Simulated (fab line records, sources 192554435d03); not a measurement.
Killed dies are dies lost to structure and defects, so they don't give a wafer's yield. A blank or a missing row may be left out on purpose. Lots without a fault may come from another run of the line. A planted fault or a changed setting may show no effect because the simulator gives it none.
A struck lot beside a sound one | flow n5_finfet | 16 steps out of a route of 1938
Sound: wafers L893.1, L893.3, L893.6. Struck: wafers L907.1, L907.4, L907.6. The cause comes at the end.
At each step with rows: each side's tool, then ch and its chambers, then its first start. Under that, the readings that differ: sound wafers | struck wafers | difference of the means | sigmas: that difference in standard deviations of wafers without a fault.
alike: readings whose means differ by less than 2 such deviations, and words and numbers that are the same on both sides. not compared: withheld readings, readings that some wafer has no value for, bounds like >300 that may hide the same value, and numbers for which the record gives no deviation and whose values overlap.
The two part at a step that has a row with sigmas, a row that says differs or no value, or rows on one side only. Numbers that don't overlap but have no deviation are shown without sigmas and don't part them. A reading that every wafer of one side lacks parts them only if that side has two wafers or more.

first, 2 steps without rows for these wafers: N5_BEOL_M3_PRECLEAN_42 (cleans in residue remover, time 60 s); N5_BEOL_M3_SRD_43 (time 30 s).
N5_BEOL_M3_CD_MEAS_35: target cd 18 nm, target cd y 21 nm.
  sound on cd_sem-02, day 9 10:14; struck on cd_sem-03, day 12 20:21
  alike: cd_nm
N5_BEOL_M3_DEGAS_44: time 60 s.
  sound on pvd_sputter-02, day 9 10:21; struck on pvd_sputter-03, day 12 20:40
  alike: heater_power_w
then, 2 steps without rows for these wafers: N5_BEOL_M3_PRE_CLEAN_45 (time 30 s); N5_BEOL_M3_ALD_84 (deposits TaN, pulse time 2 s, purge time 3 s, co reactant purge time 2 s).
N5_BEOL_M3_SURFACE_TREAT_85:
  sound on pvd_sputter-01, day 9 11:04; struck on pvd_sputter-02, day 12 21:01
  alike: ar_flow_sccm
  not compared: throttle_valve_pct
then, 2 steps without rows for these wafers: N5_BEOL_M3_CVD_47 (deposits Co from CCTBA/H2, target thk 3 nm, time 223.8 s); N5_BEOL_M3_SPUTTER_48 (material Cu, target thk 4.5 nm, time 8.29 s).
N5_BEOL_M3_ANNEAL_49: time 240 s.
  sound on pvd_sputter-01, day 9 11:39; struck on pvd_sputter-02, day 12 21:19
  alike: heater_power_w, susceptor_temp_C_max
then, 1 step without rows for these wafers: N5_BEOL_M3_SPUTTER_79 (material Cu, target thk 4.5 nm, time 8.29 s).
N5_BEOL_M3_ANNEAL_80: time 240 s.
  sound on pvd_sputter-01, day 9 11:52; struck on pvd_sputter-02, day 12 21:32
  alike: heater_power_w, susceptor_temp_C_max
N5_BEOL_M3_SPUTTER_81: material Cu, target thk 4.5 nm, time 8.29 s.
  sound on pvd_sputter-01, day 9 12:01; struck on pvd_sputter-02, day 12 21:41
  no value came back on the struck wafers for chamber_pressure_pa (Pa), chuck_gas_flow_sccm (sccm), throttle_valve_pct (%); on the sound wafers chamber_pressure_pa (Pa) reads 0.06985 0.06998 0.07005
N5_BEOL_M3_ANNEAL_82: time 240 s.
  sound on pvd_sputter-01, day 9 12:05; struck on pvd_sputter-02, day 12 21:46
  alike: heater_power_w, susceptor_temp_C_max
N5_BEOL_M4_RC_MEAS_101:
  sound on prober-02 ch 0, day 9 23:55; struck on prober-02 ch 0, day 13 15:40
  alike: DIBL_N, DIBL_P, IOFF_N, IOFF_P, ION_N, ION_P, SS_N, SS_P, VT_N, VT_P
-- the record jumps here: 5 days lie between the struck wafers' starts before and after (it left off in module BEOL_M4 and takes up again in module PASSIVATION, whose first step shown is number 1936 of the route) --
N5_PASSIVATION_PROBE_49:
  the record has rows for the struck wafers here (prober-02, day 18 18:51) and none for the sound ones

WHERE THEY PART
First at N5_BEOL_M3_SPUTTER_81; last, within this record, at N5_PASSIVATION_PROBE_49.

WHY: what the simulator had put in
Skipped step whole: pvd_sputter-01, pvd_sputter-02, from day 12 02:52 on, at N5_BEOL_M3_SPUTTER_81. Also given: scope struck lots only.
